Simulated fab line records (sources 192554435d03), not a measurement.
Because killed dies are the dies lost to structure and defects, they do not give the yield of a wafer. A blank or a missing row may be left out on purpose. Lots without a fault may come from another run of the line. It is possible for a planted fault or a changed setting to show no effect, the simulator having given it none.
Matching of chambers + flow n5Finfet + 4 sister chambers for N5_BEOL_M1_STRIP_66 on rieDiel-02
The step strips in CF4. 14 wafers are shown with their chamber, then 7 later ones without.

WAFERS, EACH WITH ITS CHAMBER
| wafer  | chamber | drypumpMotorCurrentA (A) | oesProductAu (a.u.) | throttleValvePct (%) |
|--------|---------|--------------------------|---------------------|----------------------|
| L075.2 | 3       | 6.5                      | 0.79                | 13.64                |
| L075.3 | 0       | 6.5                      | 0.74                | 13.70                |
| L075.5 | 3       | 6.5                      | 0.79                | 13.66                |
| L076.3 | 2       | 5.8                      | 0.70                | 13.71                |
| L076.4 | 1       | 5.7                      | 0.72                | 13.60                |
| L076.5 | 3       | 6.5                      | 0.80                | 13.64                |
| L078.3 | 0       | 6.5                      | 0.73                | 13.72                |
| L078.4 | 3       | 6.6                      | 0.78                | 13.66                |
| L078.6 | 3       | 6.6                      | 0.79                | 13.65                |
| L080.3 | 2       | 5.8                      | 0.69                | 13.73                |
| L080.4 | 3       | 6.5                      | 0.79                | 13.66                |
| L080.5 | 3       | 6.6                      | 0.78                | 13.68                |
| L082.1 | 0       | 6.5                      | 0.73                | 13.73                |
| L082.2 | 2       | 5.8                      | 0.70                | 13.72                |

SIGNATURES (averages over the wafers above)
| reading              | chamber 0 | chamber 1 | chamber 2 | chamber 3 | scatter within a chamber |
|----------------------|-----------|-----------|-----------|-----------|--------------------------|
| drypumpMotorCurrentA | 6.500     | 5.700     | 5.800     | 6.543     | 0.0414                   |
| oesProductAu         | 0.7333    | 0.7200    | 0.6967    | 0.7886    | 0.00647                  |
| throttleValvePct     | 13.7167   | 13.6000   | 13.7200   | 13.6557   | 0.0136                   |
Rule: for a wafer and a chamber, the distance is found by dividing, reading by reading, the gap between the wafer's reading and the chamber's mean by the reading's scatter, squaring, summing and taking the root. The wafer belongs to the nearest chamber; if the next one is less than 2 further off, it can't be placed. The scatter: take each reading less its chamber's mean, square it, sum over the shown wafers, divide by the number of wafers less the number of chambers, and take the root.

WAFERS WITH NO CHAMBER GIVEN
| wafer  | drypumpMotorCurrentA (A) | oesProductAu (a.u.) | throttleValvePct (%) |
|--------|--------------------------|---------------------|----------------------|
| L082.4 | 6.5                      | 0.79                | 13.68                |
| L086.2 | 5.7                      | 0.71                | 13.62                |
| L086.3 | 5.9                      | 0.69                | 13.74                |
| L086.4 | 6.5                      | 0.73                | 13.75                |
| L095.3 | 5.9                      | 0.67                | 13.79                |
| L095.4 | 6.6                      | 0.76                | 13.72                |
| L095.5 | 6.5                      | 0.76                | 13.74                |

WHICH CHAMBER EACH WENT THROUGH
| wafer  | from the rows above     | in truth                   |
|--------|-------------------------|----------------------------|
| L082.4 | 3                       | 3                          |
| L086.2 | 1                       | 1                          |
| L086.3 | 2                       | 2                          |
| L086.4 | 0                       | 0                          |
| L095.3 | 2                       | 2                          |
| L095.4 | can't be placed: 0 or 3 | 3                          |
| L095.5 | 0                       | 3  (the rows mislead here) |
Placed correctly: 5 of 7. These rows do not allow placing 1 (true chamber among the candidates in 1). 1 placed wrongly.
